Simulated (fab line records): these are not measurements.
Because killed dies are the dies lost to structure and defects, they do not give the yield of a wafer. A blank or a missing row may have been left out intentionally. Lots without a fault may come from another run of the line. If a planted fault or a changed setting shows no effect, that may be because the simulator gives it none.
Matching of chambers + flow n5_finfet + 3 sister chambers for N5_BEOL_M1_ILD_DEP_00 on pecvd-01
The step deposits SiOC from DEMS/O2, target thk 79 nm, time 15.3 s. 6 wafers are shown with their chamber, then 12 later ones without.

WAFERS WITH THEIR CHAMBER
| wafer  | chamber | throttle_valve_pct (%) | heater_power_w (W) |
|--------|---------|------------------------|--------------------|
| L085.1 | 0       | 11.6                   | 552                |
| L085.2 | 2       | 10.7                   | 439                |
| L085.3 | 1       | 11.7                   | 596                |
| L085.4 | 2       | 10.6                   | 445                |
| L085.5 | 1       | 11.6                   | 604                |
| L085.6 | 0       | 11.3                   | 552                |

WAFERS MISSING THEIR CHAMBER
| wafer  | throttle_valve_pct (%) | heater_power_w (W) |
|--------|------------------------|--------------------|
| L086.1 | 10.8                   | 522                |
| L086.3 | 11.8                   | 531                |
| L086.5 | 10.4                   | 425                |
| L087.1 | 11.7                   | 542                |
| L087.4 | 11.4                   | 475                |
| L087.5 | 11.8                   | 534                |
| L097.1 | 11.7                   | 536                |
| L097.3 | 11.8                   | 584                |
| L097.5 | 11.6                   | 539                |
| L096.1 | 11.8                   | 501                |
| L096.3 | 12.0                   | 544                |
| L096.5 | 10.6                   | 515                |

WHICH CHAMBER EACH WENT THROUGH
| wafer  | from the rows above | in truth                   |
|--------|---------------------|----------------------------|
| L086.1 | 0                   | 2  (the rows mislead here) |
| L086.3 | 0                   | 0                          |
| L086.5 | 2                   | 2                          |
| L087.1 | 0                   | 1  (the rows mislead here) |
| L087.4 | 2                   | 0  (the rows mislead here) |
| L087.5 | 0                   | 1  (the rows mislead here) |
| L097.1 | 0                   | 0                          |
| L097.3 | 1                   | 1                          |
| L097.5 | 0                   | 0                          |
| L096.1 | 0                   | 0                          |
| L096.3 | 0                   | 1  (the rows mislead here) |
| L096.5 | 0                   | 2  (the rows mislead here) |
Placed correctly: 6 of 12. Not placeable from these rows: 0. Number placed wrongly: 6.
How it was worked out, from the rows above alone: a wafer's distance from a chamber is the root of the sum, over the readings, of the square of ((its reading less the chamber's mean) divided by the reading's scatter). If the next closest chamber is less than 2 further off than the closest, the wafer can't be placed; otherwise it belongs to the closest. The mean given for a chamber averages the wafers shown for that chamber. The scatter is the square root of a quotient: the sum, over the shown wafers, of each reading's squared deviation from its chamber's mean, divided by wafers minus chambers.
